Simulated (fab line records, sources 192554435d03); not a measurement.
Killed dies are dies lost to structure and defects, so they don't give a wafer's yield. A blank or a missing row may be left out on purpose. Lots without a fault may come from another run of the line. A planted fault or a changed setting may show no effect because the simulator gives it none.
Chamber matching | flow n5_finfet | N5_SD_EPI_P_ETCH_37 on rie_diel-05: 4 sister chambers
The step etches SOC in N2/H2, overetch 108 nm, time 486 s. 14 wafers are shown with their chamber, then 7 later ones without.

WAFERS WITH THEIR CHAMBER
wafer  | chamber | drypump_motor_current_A (A) | throttle_valve_pct (%) | showerhead_plenum_p_Torr (Torr)
L075.3 | 3       | 5.2                         | 24.0                   | 2.62
L075.4 | 0       | 6.1                         | 23.6                   | 2.60
L075.6 | 2       | 5.1                         | 23.8                   | 2.71
L078.2 | 3       | 5.2                         | 24.0                   | 2.62
L078.3 | 2       | 5.1                         | 23.8                   | 2.71
L078.5 | 3       | 5.2                         | 24.0                   | 2.62
L080.1 | 0       | 6.0                         | 23.6                   | 2.59
L080.2 | 3       | 5.2                         | 24.1                   | 2.62
L080.4 | 1       | 5.9                         | 24.4                   | 2.62
L081.2 | 3       | 5.2                         | 24.1                   | 2.62
L081.3 | 0       | 6.0                         | 23.6                   | 2.59
L081.6 | 2       | 5.1                         | 23.8                   | 2.71
L085.1 | 3       | 5.2                         | 24.0                   | 2.61
L085.3 | 2       | 5.1                         | 23.8                   | 2.70

SIGNATURES (means of the wafers above)
reading                  | chamber 0 | chamber 1 | chamber 2 | chamber 3 | scatter within a chamber
drypump_motor_current_A  | 6.033     | 5.900     | 5.100     | 5.200     | 0.0258
throttle_valve_pct       | 23.600    | 24.400    | 23.800    | 24.033    | 0.0365
showerhead_plenum_p_Torr | 2.5933    | 2.6200    | 2.7075    | 2.6183    | 0.00474
Rule: a wafer's distance from a chamber is the root of the sum, over the readings, of the square of ((its reading less the chamber's mean) divided by the reading's scatter). The wafer belongs to the nearest chamber; if the next one is less than 2 further off, it can't be placed. The scatter: the root of (the sum of the squares of (reading less its chamber's mean) over the shown wafers, divided by (wafers less chambers)).

WAFERS WITHOUT THEIR CHAMBER
wafer  | drypump_motor_current_A (A) | throttle_valve_pct (%) | showerhead_plenum_p_Torr (Torr)
L085.5 | 5.9                         | 24.4                   | 2.62
L086.1 | 5.1                         | 23.8                   | 2.70
L086.4 | 5.9                         | 24.5                   | 2.61
L086.5 | 5.1                         | 23.8                   | 2.70
L091.2 | 5.1                         | 24.1                   | 2.61
L091.3 | 5.8                         | 24.5                   | 2.61
L091.5 | 6.0                         | 23.6                   | 2.59

WHICH CHAMBER EACH WENT THROUGH
wafer  | from the rows above | in truth
L085.5 | 1                   | 1
L086.1 | 2                   | 2
L086.4 | 1                   | 1
L086.5 | 2                   | 2
L091.2 | 3                   | 3
L091.3 | 1                   | 1
L091.5 | 0                   | 0
Placed correctly: 7 of 7. Can't be placed from these rows: 0. Placed wrongly: 0.
